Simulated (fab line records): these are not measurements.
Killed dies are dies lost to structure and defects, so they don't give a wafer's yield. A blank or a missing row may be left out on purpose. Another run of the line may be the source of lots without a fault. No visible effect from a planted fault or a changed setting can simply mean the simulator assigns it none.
Struck lot and sound lot, side by side || flow n5_finfet || 40 out of 1938 route steps
Sound: the wafers L905.1, L905.4, L905.6. Struck: wafer L909.6 (L909.4, L909.5, from the same lot, were not struck and are left out); the cause is given at the end.
Order at every step that has rows: each side's tool, ch and its chambers, its first start. Under that, the readings that differ: sound wafers || struck wafers || difference of the means || sigmas: that difference in standard deviations of wafers without a fault.
alike: a reading whose means differ by less than 2 such deviations, as well as words and numbers matching on both sides. not compared: withheld readings; readings where some wafer has no value; bounds like >300 that might hide an equal value; numbers whose values overlap and for which the record gives no deviation.
Wherever a step has rows on one side only, a row that says differs or no value, or a row with sigmas, the two part there. Numbers that don't overlap but have no deviation are shown without sigmas and don't part them. A reading that every wafer of one side lacks parts them only if that side has two wafers or more.

first, 9 steps without rows for these wafers: N5_BEOL_M5_DESCUM_33 (chemistry O2, time 7 s); N5_BEOL_M5_ETCH_75 (etches underlayer in N2/H2, target depth 6.5 nm, time 5.2 s); N5_BEOL_M5_ETCH_67 (etches SiARC in CF4, target depth 15.6 nm, time 26 s); N5_BEOL_M5_ETCH_68 (etches SOC in N2/H2, target depth 80 nm, overetch 16 nm, time 120 s); N5_BEOL_M5_STRIP_69 (strips in N2/H2); N5_BEOL_M5_STRIP_76 (strips in N2/H2); N5_BEOL_M5_VIA_ETCH_34 (etches SiCOH lowk in C4F6/O2, target depth 88.3 nm, time 39.2 s); N5_BEOL_M5_STRIP_85 (strips in C4F6/O2); N5_BEOL_M5_STRIP_36 (strips in N2/H2).
N5_BEOL_M5_TRENCH_ETCH_37: etches SiCOH lowk in C4F6/O2, target depth 71.652 nm, time 24.7 s.
  sound on rie_diel-05 ch 0,1, day 13 09:25; struck on rie_diel-06 ch 3, day 14 07:35
{"reading": "drypump_motor_current_A (A)", "sound": "5.5 5.5 5.5", "struck": 6.5, "difference": "+1.0", "sigmas": "+3"}
{"reading": "oes_product_au (a.u.)", "sound": "0.86 0.70 0.70", "struck": 1.04, "difference": "+0.29", "sigmas": "+4"}
{"reading": "throttle_valve_pct (%)", "sound": "20.6 21.5 21.5", "struck": 20.5, "difference": -0.7, "sigmas": -2}
{"reading": "model.etch.depth_nm (nm)", "sound": "74.56 73.98 73.81", "struck": 95.42, "difference": "+21.30", "sigmas": ""}
{"reading": "model.BEOL_M5.feature_depth_nm (nm)", "sound": "74.6 74 73.8", "struck": 95.4, "difference": "+21.3", "sigmas": ""}
{"reading": "model.TiN_of_BEOL_M5_HM_DEP_02.thk_nm (nm)", "sound": "17.4 17.4 18", "struck": 16.8, "difference": -0.8, "sigmas": ""}
  alike: O2_flow_sccm, rf_vpp_V, showerhead_plenum_p_Torr
  not compared: rf_hours_counter_h
then, 2 steps without rows for these wafers: N5_BEOL_M5_ETCH_41 (etches SiCN in CH3F/O2, target depth 31.5 nm, time 56.7 s); N5_BEOL_M5_STRIP_91 (strips in N2/H2, time 10 s).
N5_BEOL_M5_OCD_MEAS_38:
  sound on ocd-02, day 13 09:34; struck on ocd-02, day 14 07:44
{"reading": "trench_depth_nm (nm)", "sound": "74.9 73.6 73.8", "struck": 95.3, "difference": "+21.2", "sigmas": "+11"}
then, 21 steps without rows for these wafers: N5_BEOL_M5_HM_STRIP_39 (strips TiN in peroxide tin strip, target depth 25 nm, time 158 s); N5_BEOL_M5_SRD_40 (time 30 s); N5_BEOL_M5_PRECLEAN_42 (cleans in residue remover, time 60 s); N5_BEOL_M5_SRD_43 (time 30 s); N5_BEOL_M5_CURE_80 (cures SiCOH lowk, time 120 s); N5_BEOL_M5_DEGAS_44 (time 60 s); N5_BEOL_M5_PRE_CLEAN_45 (time 30 s); N5_BEOL_M5_ALD_86 (deposits TaN, pulse time 2 s, purge time 3 s, co reactant purge time 2 s); N5_BEOL_M5_SURFACE_TREAT_87; N5_BEOL_M5_CVD_47 (deposits Co from CCTBA/H2, target thk 3 nm, time 216 s); N5_BEOL_M5_SPUTTER_48 (material Cu, target thk 15 nm, time 27.62 s); N5_BEOL_M5_ANNEAL_49 (time 1800 s); N5_BEOL_M5_SPUTTER_81 (material Cu, target thk 15 nm, time 27.62 s); N5_BEOL_M5_ANNEAL_82 (time 1800 s); N5_BEOL_M5_SPUTTER_83 (material Cu, target thk 15 nm, time 27.62 s); N5_BEOL_M5_ANNEAL_84 (time 1800 s); N5_BEOL_M5_SPUTTER_88 (material Cu, target thk 15 nm, time 27.62 s); N5_BEOL_M5_ANNEAL_89 (time 1800 s); N5_BEOL_M5_SPUTTER_90 (material Cu, target thk 4.5 nm, time 8.29 s); N5_BEOL_M5_ECD_50 (material Cu, target thk 300 nm); N5_BEOL_M5_ANNEAL_51 (time 90 s).
N5_BEOL_M5_CMP_52: polishes, stops on SiCOH lowk, t overpolish 6.9 s, target thk 62 nm.
  sound on cmp-01 ch 1,3, day 13 16:22; struck on cmp-01 ch 3, day 14 15:30
{"reading": "model.Cu_of_BEOL_M5_ECD_50.thk_nm (nm)", "sound": "65.2 62.4 64.8", "struck": 85.8, "difference": "+21.7", "sigmas": ""}
  alike: barrier_field_endpoint_s, motor_current_A, overpolish_run_s, platen_rpm, slurry_filter_dp_kPa, time_to_endpoint_s
N5_BEOL_M5_THK_MEAS_53: measures by xrf.
  sound on film_metro-02, day 13 16:37; struck on film_metro-01, day 14 15:43
{"reading": "M5_THK (nm)", "sound": "66.5 64.0 66.8", "struck": 87.8, "difference": "+22.0", "sigmas": "+8"}
then, 2 steps without rows for these wafers: N5_BEOL_M5_PRE_CLEAN_77 (time 15 s); N5_BEOL_M5_CO_CAP_78 (material Co, precursor CCTBA/H2, target thk 2 nm, time 102.1 s).
N5_BEOL_M5_RS_MEAS_57: uses a four-point probe to measure.
  sound on film_metro-02, day 13 16:53; struck on film_metro-02, day 14 15:59
{"reading": "M5_RS (ohm/sq)", "sound": "0.365 0.383 0.367", "struck": 0.264, "difference": -0.108, "sigmas": -6}
-- the record jumps here: 3 days lie between the struck wafers' starts before and after (it left off in module BEOL_M5 and takes up again in module BEOL_M15, whose first step shown is number 1830 of the route) --
N5_BEOL_M15_RC_MEAS_101:
  sound on prober-01 ch 0, day 17 00:08; struck on prober-02 ch 0, day 17 14:28
{"reading": "COMB_M13 (S/m)", "sound": "4e-12 3.5e-12 2.7e-12", "struck": 5.4e-12, "difference": "+2.0e-12", "sigmas": "+2"}
{"reading": "COMB_M6 (S/m)", "sound": "3.6e-11 3.9e-11 3.4e-11", "struck": 2.5e-11, "difference": -1.1e-11, "sigmas": -2}
{"reading": "COMB_M6_max_site (S/m)", "sound": "5.1e-11 5.4e-11 7.2e-11", "struck": 2.7e-11, "difference": -3.2e-11, "sigmas": -4}
{"reading": "SERP_M5 (ohm/um)", "sound": "39.8 38.4 39.1", "struck": 25.2, "difference": -13.9, "sigmas": -6}
{"reading": "SERP_M5_max_site (ohm/um)", "sound": "41.1 40.4 40.9", "struck": 26.6, "difference": -14.2, "sigmas": -5}
  alike: COMB_M10, COMB_M11, COMB_M12, COMB_M12_max_site, COMB_M14, COMB_M15, COMB_M7, COMB_M8, COMB_M8_max_site, COMB_M9, SERP_M10, SERP_M10_max_site, SERP_M11, SERP_M11_max_site, SERP_M12, SERP_M13, SERP_M14, SERP_M6, SERP_M7, SERP_M8, SERP_M9, SERP_M9_max_site

== WHERE THEY PART ==
First at N5_BEOL_M5_TRENCH_ETCH_37; last, within this record, at N5_BEOL_M15_RC_MEAS_101.

WHY: what the simulator had put in
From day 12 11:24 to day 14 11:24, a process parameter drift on rie_diel-06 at N5_BEOL_M5_TRENCH_ETCH_37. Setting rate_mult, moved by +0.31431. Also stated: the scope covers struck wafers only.
